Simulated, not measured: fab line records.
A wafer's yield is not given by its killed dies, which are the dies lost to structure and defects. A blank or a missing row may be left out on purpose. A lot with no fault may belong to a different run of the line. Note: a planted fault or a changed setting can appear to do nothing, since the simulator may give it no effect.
Comparing a struck lot with a sound one ; flow n5Finfet ; 36 steps out of a route of 1938
Sound: the wafers L355.2, L355.5, L355.6. Struck: wafers L362.3, L362.4, L362.5. At the end, the cause is stated.
For every step that has rows: the tool of each side, followed by ch and its chambers, followed by its first start. Under that, the readings that differ: sound wafers ; struck wafers ; difference of the means ; sigmas: that difference in standard deviations of wafers without a fault.
alike: same words and numbers on both sides, and readings whose means sit less than 2 such deviations apart. not compared: any withheld reading, any reading some wafer has no value for, any bound like >300 that may hide the same value, and any number with overlapping values for which the record gives no deviation.
Wherever a step has rows on one side only, a row that says differs or no value, or a row with sigmas, the two part there. Non-overlapping numbers with no deviation appear without sigmas and do not part them. A reading that every wafer of one side lacks parts them only if that side has two wafers or more.

first, 9 steps without rows for these wafers: N5_MOL_CONTACT_COAG_COAT_34 (resist thk 40 nm); N5_MOL_CONTACT_COAG_EBR_36; N5_MOL_CONTACT_COAG_SOFTBAKE_35 (time 60 s); N5_MOL_CONTACT_COAG_EXPOSE_37 (exposes mask VD, defocus 0 nm); N5_MOL_CONTACT_COAG_PEB_38 (peb time 60 s); N5_MOL_CONTACT_COAG_DEVELOP_39 (develop time 30 s); N5_MOL_CONTACT_COAG_DESCUM_45 (chemistry O2, time 7 s); N5_MOL_CONTACT_COAG_ETCH_65 (etches underlayer in N2/H2, target depth 13 nm, time 10.4 s); N5_MOL_CONTACT_COAG_ETCH_66 (etches SiARC in CF4, target depth 13 nm, time 21.7 s).
N5_MOL_CONTACT_COAG_ALD_133: deposits SiO2, target thk 5 nm, pulse time 1 s, co reactant pulse time 1 s.
  sound on aldSin-04 ch 0,3, day 6 07:55; struck on aldSin-01 ch 1,2, day 7 23:08
  alike: heaterPowerW, precursorPulseHeightRel
then, 25 steps without rows for these wafers: N5_MOL_CONTACT_COAG_ETCHBACK_134 (etches SiO2 in CHF3, target depth 10 nm, time 6.7 s); N5_MOL_CONTACT_COAG_ETCH_67 (etches SOC in N2/H2, target depth 60 nm, overetch 21 nm, time 101.2 s); N5_MOL_CONTACT_COAG_STRIP_68 (strips in N2/H2); N5_MOL_CONTACT_COAG_STRIP_69 (strips in N2/H2); N5_MOL_CONTACT_COAG_ETCHBACK_136 (etches SiO2 in CHF3, target depth 25 nm, time 16.7 s); N5_MOL_CONTACT_COAG_STRIP_120 (strips in CHF3); N5_MOL_CONTACT_COAG_VIA_ETCH_117 (etches SiO2 in C4F6/O2, target depth 40 nm, overetch 8 nm, time 26 s); N5_MOL_CONTACT_COAG_ETCH_124 (etches SiNx in CH3F/O2, stops on SiOC, target depth 6.5 nm); N5_MOL_CONTACT_COAG_ETCH_48 (etches SiOC in C4F6/O2, target depth 15 nm, overetch 4.5 nm, time 17 s); N5_MOL_CONTACT_COAG_STRIP_72 (strips in N2/H2); N5_MOL_CONTACT_COAG_STRIP_49 (strips in N2/H2, time 30 s); N5_MOL_CONTACT_COAG_PRECLEAN_138 (cleans in alkaline clean, time 60 s); N5_MOL_CONTACT_COAG_SRD_139 (time 30 s); N5_MOL_CONTACT_COAG_PRE_CLEAN_121; N5_MOL_CONTACT_COAG_CVD_140 (deposits W, target thk 66.5 nm, time 215 s); N5_MOL_CONTACT_COAG_PRECLEAN_127 (cleans in DIW, time 57.5 s); N5_MOL_CONTACT_COAG_SRD_128 (dry time 32 s); N5_MOL_CONTACT_COAG_CMP_52 (polishes, stops on SiO2, t overpolish 1.5 s, target thk 66.5 nm); N5_MOL_CONTACT_COAG_ANNEAL_112 (time 1800 s); N5_BEOL_M0_SAQP_PECVD_00 (deposits SiCN from 3MS/NH3, target thk 8 nm, time 14 s); N5_BEOL_M0_SAQP_ILD_DEP_01 (deposits SiOC from DEMS/O2, target thk 45.419 nm, time 8.7 s); N5_BEOL_M0_SAQP_HM_DEP_02 (deposits TiN, target thk 12 nm); N5_BEOL_M0_SAQP_PECVD_03 (deposits SiCN from 3MS/NH3, target thk 12 nm, time 21.1 s); N5_BEOL_M0_SAQP_PECVD_96 (deposits a-Si from SiH4/He, target thk 45 nm, time 45.2 s); N5_BEOL_M0_SAQP_PECVD_97 (deposits SiNx from SiH4/NH3/N2, target thk 23 nm, time 19.9 s).
-- the record jumps here: 7 days lie between the struck wafers' starts before and after (it left off in module BEOL_M0_SAQP and takes up again in module PASSIVATION, whose first step shown is number 1936 of the route) --
N5_PASSIVATION_PROBE_49:
  record: rows for the struck wafers here (prober-01, day 14 23:27), none for the sound ones

WHERE THEY PART
Only at N5_PASSIVATION_PROBE_49, within this record.

WHY: whatever the simulator had introduced
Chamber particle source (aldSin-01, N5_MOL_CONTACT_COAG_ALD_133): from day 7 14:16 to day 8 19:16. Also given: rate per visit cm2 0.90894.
